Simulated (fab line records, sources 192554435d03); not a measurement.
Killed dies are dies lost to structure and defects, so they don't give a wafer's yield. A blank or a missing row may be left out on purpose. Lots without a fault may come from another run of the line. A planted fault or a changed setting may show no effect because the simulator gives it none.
Which tool did it? | flow n5_finfet | 10 lots, 29 wafers sampled, at 7 steps of a route of 1938

WHAT THE GAUGES READ, wafer by wafer
N5_DUMMY_GATE_CD_MEAS_24: target cd 15 nm. Usual: cd_nm 14.9 nm, standard deviation 0.32.
lot  | measured    | on        | cd_nm (nm)     | flag
L518 | day 3 06:07 | cd_sem-01 | 14.6 14.7 14.4 |
L519 | day 3 11:38 | cd_sem-01 | 15.0 14.1 14.7 |
L521 | day 4 00:08 | cd_sem-01 | 15.3 15.2 15.6 |
L523 | day 4 12:02 | cd_sem-01 | 14.8 14.8 14.9 |
L524 | day 4 15:41 | cd_sem-02 | 14.6 14.4 15.0 |
L525 | day 5 01:45 | cd_sem-01 | 15.0 15.0      |
L536 | day 7 17:49 | cd_sem-03 | 14.5 15.0 15.1 |
L537 | day 8 03:58 | cd_sem-03 | 15.0 14.9 15.1 |
L538 | day 8 06:25 | cd_sem-02 | 14.9 14.9 14.9 |
L540 | day 8 16:24 | cd_sem-02 | 15.2 14.9 15.0 |

N5_SD_EPI_N_EPI_MEAS_23. Usual: thk_nm 59.1 nm, standard deviation 1.2.
lot  | measured    | on            | thk_nm (nm)    | flag
L518 | day 3 11:36 | film_metro-02 | 57.6 59.4 60.0 |
L519 | day 3 18:01 | film_metro-01 | 61.6 59.7 60.5 |
L521 | day 4 07:12 | film_metro-01 | 59.5 57.9 57.8 |
L523 | day 4 18:40 | film_metro-01 | 65.4 61.5 60.8 |
L524 | day 4 22:10 | film_metro-01 | 59.0 58.3 59.0 |
L525 | day 5 06:31 | film_metro-02 | 64.3 59.1      |
L536 | day 7 22:52 | film_metro-01 | 59.1 58.9 60.1 |
L537 | day 8 09:49 | film_metro-02 | 59.5 57.4 60.6 |
L538 | day 8 11:32 | film_metro-01 | 60.4 60.2 60.3 |
L540 | day 8 21:13 | film_metro-01 | 58.6 57.1 56.8 |

N5_SD_ACTIVATION_RS_MEAS_03: measures by four-point-probe. Usual: RS_SD_N 21.84 ohm/sq, standard deviation 0.29; RS_SD_P 56.2 ohm/sq, standard deviation 0.7.
lot  | measured    | on            | RS_SD_N (ohm/sq)  | RS_SD_P (ohm/sq) | flag
L518 | day 3 17:38 | film_metro-02 | 22.10 21.67 21.67 | 57.2 56.5 57.0   |
L519 | day 4 01:13 | film_metro-01 | 21.15 21.35 21.46 | 54.7 55.6 55.1   |
L521 | day 4 13:34 | film_metro-01 | 21.85 22.18 21.77 | 56.8 57.0 57.1   |
L523 | day 5 00:20 | film_metro-02 | 20.10 21.63 21.89 | 55.6 56.0 55.1   |
L524 | day 5 03:27 | film_metro-02 | 21.63 21.91 21.79 | 56.5 57.0 56.1   |
L525 | day 5 12:34 | film_metro-02 | 20.06 22.07       | 56.5 55.6        |
L536 | day 8 04:11 | film_metro-01 | 21.65 21.67 21.84 | 56.3 55.2 56.2   |
L537 | day 8 15:13 | film_metro-01 | 21.84 21.77 21.74 | 56.2 55.9 56.0   |
L538 | day 8 16:52 | film_metro-02 | 21.80 21.53 21.81 | 55.3 55.6 56.0   |
L540 | day 9 03:04 | film_metro-01 | 22.17 22.22 22.64 | 56.0 56.4 55.7   |

N5_BEOL_M4_RC_MEAS_101. Usual: DIBL_N 35.8 mV/V, standard deviation 1.5; DIBL_P 35.8 mV/V, standard deviation 1.7; IOFF_N 0.151 nA/um, standard deviation 0.022; IOFF_P 0.204 nA/um, standard deviation 0.027; ION_N 673 uA/um, standard deviation 8.6; ION_P 462 uA/um, standard deviation 5.4; RS_SD_N 28.3 ohm/sq, standard deviation 0.39; SS_N 71.4 mV/dec, standard deviation 0.54; SS_P 73.3 mV/dec, standard deviation 0.56; VT_N 250.5 mV, standard deviation 2.6; VT_P -251 mV, standard deviation 3.1.
lot  | measured     | on        | DIBL_N (mV/V)  | DIBL_P (mV/V)  | IOFF_N (nA/um)    | IOFF_P (nA/um)    | ION_N (uA/um) | ION_P (uA/um) | RS_SD_N (ohm/sq) | SS_N (mV/dec)  | SS_P (mV/dec)  | VT_N (mV)         | VT_P (mV)      | flag
L518 | day 9 03:01  | prober-01 | 36.7 38.6 35.3 | 36.4 38.9 34.2 | 0.153 0.196 0.126 | 0.202 0.240 0.182 | 689 686 673   | 467 472 462   | 28.4 28.1 28.1   | 71.5 71.4 70.3 | 73.5 74.0 72.3 | 251.2 245.2 252.9 | -252 -247 -250 |
L519 | day 9 08:01  | prober-02 | 36.6 37.6 36.5 | 38.6 39.3 38.5 | 0.191 0.206 0.187 | 0.231 0.252 0.234 | 677 685 674   | 460 470 464   | 27.5 27.9 27.7   | 72.1 72.5 72.7 | 73.5 74.6 74.6 | 248.0 244.0 248.2 | -251 -247 -247 |
L521 | day 9 09:43  | prober-01 | 35.7 37.4 36.9 | 35.7 38.1 38.1 | 0.134 0.174 0.166 | 0.195 0.230 0.226 | 666 678 674   | 460 464 465   | 28.8 28.6 28.0   | 70.8 72.0 71.2 | 73.8 73.9 73.9 | 251.8 247.8 247.5 | -251 -248 -248 |
L523 | day 9 21:02  | prober-01 | 35.9 37.2 34.3 | 35.1 35.1 32.0 | 0.149 0.158 0.118 | 0.208 0.207 0.164 | 675 672 659   | 461 460 457   | 25.8 28.1 27.9   | 71.2 72.3 71.1 | 73.5 73.6 72.1 | 248.6 249.3 252.1 | -250 -251 -254 |
L524 | day 9 23:50  | prober-01 | 33.4 36.2 33.5 | 32.7 36.8 33.2 | 0.110 0.159 0.118 | 0.178 0.238 0.193 | 655 675 662   | 458 467 460   | 28.2 28.6 28.4   | 71.1 71.8 71.7 | 72.8 73.8 72.7 | 256.1 250.2 255.2 | -254 -249 -249 |
L525 | day 10 10:37 | prober-02 | 35.4 35.5      | 35.4 35.6      | 0.147 0.147       | 0.207 0.207       | 676 668       | 462 462       | 25.8 28.6        | 70.7 70.6      | 73.0 73.5      | 248.6 250.3       | -248 -249      |
L536 | day 13 05:35 | prober-01 | 35.5 34.6 34.8 | 35.9 34.2 34.8 | 0.154 0.140 0.146 | 0.236 0.209 0.215 | 683 671 678   | 470 460 466   | 27.9 28.2 28.0   | 71.2 71.5 71.4 | 73.3 73.4 73.5 | 249.0 249.2 249.4 | -248 -248 -249 |
L537 | day 13 08:37 | prober-02 | 37.3 37.9 36.8 | 36.4 36.9 36.5 | 0.142 0.149 0.144 | 0.227 0.240 0.223 | 665 675 667   | 462 470 467   | 28.2 28.5 28.3   | 72.2 71.3 71.2 | 74.1 73.2 73.3 | 252.5 251.5 251.5 | -248 -247 -249 |
L538 | day 13 09:00 | prober-01 | 35.9 35.7 35.5 | 36.2 37.0 36.0 | 0.163 0.162 0.160 | 0.224 0.232 0.228 | 680 677 685   | 471 472 468   | 28.7 28.1 28.2   | 71.2 71.3 70.9 | 73.9 74.4 73.7 | 248.4 247.8 250.4 | -248 -249 -251 |
L540 | day 14 08:23 | prober-01 | 35.3 36.9 35.5 | 34.7 36.3 35.1 | 0.133 0.159 0.136 | 0.178 0.211 0.187 | 662 670 660   | 455 460 458   | 28.8 28.9 29.2   | 70.6 71.9 71.2 | 72.8 74.2 72.3 | 254.3 251.2 253.6 | -255 -252 -252 |

WHICH TOOL RAN EACH LOT (tool, then ch and the chambers of the sampled wafers, then the start)
lot  | N5_SPACER0_ALD_08                | N5_SD_EPI_N_EPI_21             | N5_SD_EPI_N_LINER_46
L518 | ald_sin-02 ch 1,2,3, day 3 06:51 | epi_rpcvd-04 ch 0, day 3 09:19 | ald_sin-03 ch 1,2,3, day 3 11:54
L519 | ald_sin-04 ch 1,2,3, day 3 12:22 | epi_rpcvd-04 ch 0, day 3 15:30 | ald_sin-03 ch 0,3, day 3 18:19
L521 | ald_sin-01 ch 0,1,2, day 4 02:40 | epi_rpcvd-01 ch 0, day 4 05:29 | ald_sin-03 ch 1,2,3, day 4 07:49
L523 | ald_sin-01 ch 1,2,3, day 4 13:59 | epi_rpcvd-01 ch 0, day 4 16:57 | ald_sin-04 ch 0,3, day 4 19:26
L524 | ald_sin-04 ch 1,3, day 4 16:25   | epi_rpcvd-03 ch 0, day 4 20:43 | ald_sin-04 ch 0,1, day 4 22:32
L525 | ald_sin-04 ch 1,2, day 5 02:37   | epi_rpcvd-01 ch 0, day 5 04:48 | ald_sin-03 ch 0,3, day 5 07:34
L536 | ald_sin-01 ch 0,1,3, day 7 18:32 | epi_rpcvd-04 ch 0, day 7 21:09 | ald_sin-03 ch 0,2,3, day 7 23:10
L537 | ald_sin-02 ch 0,1,3, day 8 04:42 | epi_rpcvd-01 ch 0, day 8 07:32 | ald_sin-02 ch 0,1,2, day 8 10:20
L538 | ald_sin-04 ch 0,1,2, day 8 07:30 | epi_rpcvd-04 ch 0, day 8 10:05 | ald_sin-02 ch 1,2,3, day 8 11:50
L540 | ald_sin-01 ch 0,1,3, day 8 17:08 | epi_rpcvd-01 ch 0, day 8 19:46 | ald_sin-02 ch 1,2, day 8 21:56
- N5_SPACER0_ALD_08: deposits SiNx, target thk 2 nm.
- N5_SD_EPI_N_EPI_21: deposits Si:P, time 690 s.
- N5_SD_EPI_N_LINER_46: material SiNx, target thk 3 nm.

WHAT THE TOOLS THEMSELVES READ (means of the sampled wafers that have a number; where no wafer has one, the mark that the record gives instead)
N5_SPACER0_ALD_08. Usual: heater_power_w 869 W, standard deviation 91.
lot  | tool       | heater_power_w (W) | flag
L518 | ald_sin-02 | 828                |
L519 | ald_sin-04 | 958                |
L521 | ald_sin-01 | 805                |
L523 | ald_sin-01 | 822                |
L524 | ald_sin-04 | 971                |
L525 | ald_sin-04 | 862                |
L536 | ald_sin-01 | 853                |
L537 | ald_sin-02 | 877                |
L538 | ald_sin-04 | 892                |
L540 | ald_sin-01 | 838                |

N5_SD_EPI_N_LINER_46. Usual: heater_power_w 850 W, standard deviation 110.
lot  | tool       | heater_power_w (W) | flag
L518 | ald_sin-03 | 812                |
L519 | ald_sin-03 | 792                |
L521 | ald_sin-03 | 814                |
L523 | ald_sin-04 | 1024               |
L524 | ald_sin-04 | 824                |
L525 | ald_sin-03 | 751                |
L536 | ald_sin-03 | 782                |
L537 | ald_sin-02 | 873                |
L538 | ald_sin-02 | 844                |
L540 | ald_sin-02 | 822                |

THE ANSWER, worked out from the rows above alone
Rule: a lot is off if the mean of its wafers that have a number lies more than 3 standard deviations from the usual mean. A lot without any number at a reading at which 4 lots or more have one is off too. The other lots that the step has rows for count as sound. The gauges are gone through in route order, then the tools' own readings, and for those a lot's mean is taken as printed above. The first step at which some lot is off is used, and at that step the reading that is off furthest; a lot without a number counts as furthest.
No lot is off at any reading shown: from this, nothing can be told.

WHAT THE SIMULATOR HAD PUT IN
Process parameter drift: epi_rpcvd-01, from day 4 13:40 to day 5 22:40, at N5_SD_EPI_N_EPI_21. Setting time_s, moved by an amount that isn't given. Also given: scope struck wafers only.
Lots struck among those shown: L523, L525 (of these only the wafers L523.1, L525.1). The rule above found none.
